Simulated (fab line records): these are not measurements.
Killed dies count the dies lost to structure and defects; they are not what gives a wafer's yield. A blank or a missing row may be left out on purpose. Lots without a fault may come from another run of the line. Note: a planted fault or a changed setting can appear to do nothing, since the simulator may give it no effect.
Matching of chambers || flow n5-finfet || ald-hk-03 running N5_HKMG_FIN_ALD_74: 4 sister chambers
The step deposits La2O3, target thk 0.5 nm, pulse time 6 s, co reactant pulse time 1 s. 8 wafers are shown with their chamber, then 11 later ones without.

== EACH WAFER AND ITS CHAMBER ==
{"wafer": "L082.2", "chamber": 0, "heater-power-w (W)": 282, "precursor-pulse-height-rel": 1.017}
{"wafer": "L082.3", "chamber": 1, "heater-power-w (W)": 372, "precursor-pulse-height-rel": 0.990}
{"wafer": "L083.1", "chamber": 1, "heater-power-w (W)": 363, "precursor-pulse-height-rel": 1.024}
{"wafer": "L083.2", "chamber": 3, "heater-power-w (W)": 386, "precursor-pulse-height-rel": 0.967}
{"wafer": "L084.1", "chamber": 3, "heater-power-w (W)": 397, "precursor-pulse-height-rel": 1.005}
{"wafer": "L084.2", "chamber": 2, "heater-power-w (W)": 358, "precursor-pulse-height-rel": 1.005}
{"wafer": "L084.3", "chamber": 0, "heater-power-w (W)": 287, "precursor-pulse-height-rel": 0.969}
{"wafer": "L085.2", "chamber": 2, "heater-power-w (W)": 369, "precursor-pulse-height-rel": 1.008}

== WAFERS MISSING THEIR CHAMBER ==
{"wafer": "L085.3", "heater-power-w (W)": 300, "precursor-pulse-height-rel": 0.984}
{"wafer": "L085.4", "heater-power-w (W)": 375, "precursor-pulse-height-rel": 1.020}
{"wafer": "L092.1", "heater-power-w (W)": 300, "precursor-pulse-height-rel": 1.007}
{"wafer": "L092.4", "heater-power-w (W)": 359, "precursor-pulse-height-rel": 0.994}
{"wafer": "L092.6", "heater-power-w (W)": 368, "precursor-pulse-height-rel": 1.023}
{"wafer": "L095.1", "heater-power-w (W)": 289, "precursor-pulse-height-rel": 1.028}
{"wafer": "L095.2", "heater-power-w (W)": 395, "precursor-pulse-height-rel": 0.966}
{"wafer": "L095.4", "heater-power-w (W)": 366, "precursor-pulse-height-rel": 0.999}
{"wafer": "L096.2", "heater-power-w (W)": 396, "precursor-pulse-height-rel": 0.990}
{"wafer": "L096.4", "heater-power-w (W)": 295, "precursor-pulse-height-rel": 1.010}
{"wafer": "L096.5", "heater-power-w (W)": 370, "precursor-pulse-height-rel": 1.030}

== WHICH CHAMBER EACH WENT THROUGH ==
{"wafer": "L085.3", "from the rows above": 0, "in truth": 0}
{"wafer": "L085.4", "from the rows above": "can't be placed: 1 or 2 or 3", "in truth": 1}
{"wafer": "L092.1", "from the rows above": 0, "in truth": 0}
{"wafer": "L092.4", "from the rows above": "can't be placed: 2 or 1", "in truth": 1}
{"wafer": "L092.6", "from the rows above": "can't be placed: 1 or 2", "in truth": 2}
{"wafer": "L095.1", "from the rows above": 0, "in truth": 0}
{"wafer": "L095.2", "from the rows above": 3, "in truth": 3}
{"wafer": "L095.4", "from the rows above": "can't be placed: 1 or 2", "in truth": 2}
{"wafer": "L096.2", "from the rows above": 3, "in truth": 3}
{"wafer": "L096.4", "from the rows above": 0, "in truth": 0}
{"wafer": "L096.5", "from the rows above": "can't be placed: 1 or 2", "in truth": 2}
Correctly placed: 6 of 11. Can't be placed from these rows: 5 (the true chamber is among the candidates in 5). Placed wrongly: 0.
How it was worked out, from the rows above alone: a wafer's distance from a chamber is the root of the sum, over the readings, of the square of ((its reading less the chamber's mean) divided by the reading's scatter). If the next closest chamber is less than 2 further off than the closest, the wafer can't be placed; otherwise it belongs to the closest. A chamber's mean is the mean of its shown wafers. How the scatter is found: for the shown wafers, subtract from each reading the mean of its chamber, square and add these, divide the total by (wafers less chambers), then take the root.
